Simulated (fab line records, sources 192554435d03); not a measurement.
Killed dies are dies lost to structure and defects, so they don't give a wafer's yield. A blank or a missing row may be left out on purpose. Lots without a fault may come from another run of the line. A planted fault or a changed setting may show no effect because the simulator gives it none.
Problem report in the 8D (eight disciplines) form, filled by code | flow n5_finfet | the parts of the form that need people (team, actions taken, sign-off) are left out

1. THE PROBLEM
raw_defect_count at N5_SD_EPI_P_INSPECT_26 reads a mean of 1278 on 6 wafers of 2 lots; wafers without a fault read 178 with a standard deviation of 35. That is +31 standard deviations from the usual mean.
The step: inspects for defects (darkfield).
First seen on wafer L605.2, day 5 12:56, on defect_inspect-01. The record holds 27 wafers of 9 lots with a number at this step. Rule for "out", or "out of limits": more than 4 standard deviations from the usual mean. The other wafers with a number count as sound.

2. WHAT IT IS AND WHAT IT IS NOT
question                    | is                                   | is not
which readings at this step | raw_defect_count                     | -
which lots                  | L605, L610                           | L599, L613, L616, L617, L618, L619, L620
which wafers of those lots  | all that have a number               | -
read on which gauges        | defect_inspect-01, defect_inspect-02 | -
when                        | from day 5 12:56                     | up to then (3 sound wafers); but 18 sound wafers of L613, L616, L617, L618, L619, L620 came after

3. SUSPECTS, AND WHAT RULES EACH OUT
Counting: a tool at a process step up to the reading stays a suspect if it ran every lot that is out and no sound lot after the first of them.
- the gauge at N5_SD_EPI_P_INSPECT_26: ruled out. The wafers that are out were read on 2 gauges (defect_inspect-01, defect_inspect-02).
- wet_bench-05 at N5_SD_EPI_P_PRECLEAN_33 (cleans in SC2, time 45 s): ruled out as a lasting fault. Sound lots L620 ran on it after its first lot that is out, L605 (day 5 12:52).
Left after counting: nothing in the record.

4. THE CAUSE (what the simulator had put in)
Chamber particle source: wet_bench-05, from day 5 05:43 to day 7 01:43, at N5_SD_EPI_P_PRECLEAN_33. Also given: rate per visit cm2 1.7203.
Counting ruled it out, wrongly: the rule takes a fault to strike every lot that its tool runs from its start on, and this one did not.

5. THE CHAIN OF EFFECTS, in route order
Each row: a reading whose mean over the struck wafers that have a number lies more than 3 standard deviations from the usual. Only readings for which the record gives a usual standard deviation are gone through. hours: the time from each lot's start at the first step in this table that gives one to its start at this step, as a median over the lots. sigmas: the change in usual standard deviations.
hours | step                    | reading              | usual  | on struck wafers | change | sigmas
0     | N5_SD_EPI_P_INSPECT_26  | raw_defect_count     | 178    | 1278             | +1100  | +31
208   | N5_PASSIVATION_PROBE_49 | defect_limited_yield | 91.6 % | 84.3             | -7.3   | -4.6
208   | N5_PASSIVATION_PROBE_49 | killed_at_front_end  | 39     | 127              | +88    | +7.4
208   | N5_PASSIVATION_PROBE_49 | killed_dies          | 100    | 185              | +85    | +4.5
208   | N5_PASSIVATION_PROBE_49 | killed_on_rim        | 13     | 29               | +16    | +3.8
208   | N5_PASSIVATION_PROBE_49 | sort_bin_5_function  | 5.0 %  | 9.1              | +4.1   | +3.7
208   | N5_PASSIVATION_PROBE_49 | sort_n_pass          | 1080   | 995              | -85    | -4.7
208   | N5_PASSIVATION_PROBE_49 | sort_yield_pct       | 91.6 % | 84.3             | -7.3   | -4.6
The process steps in it:
- N5_PASSIVATION_PROBE_49
Later measuring or inspecting steps at which every struck wafer that the step has a row for has a number for every such reading, and none has moved that far: N5_BEOL_M4_RC_MEAS_101.

6. WHAT WOULD HAVE CAUGHT IT SOONER
In this record the first reading out of limits at a measuring or inspecting step was taken at day 5 12:56, 7 hours after the fault began at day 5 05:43.
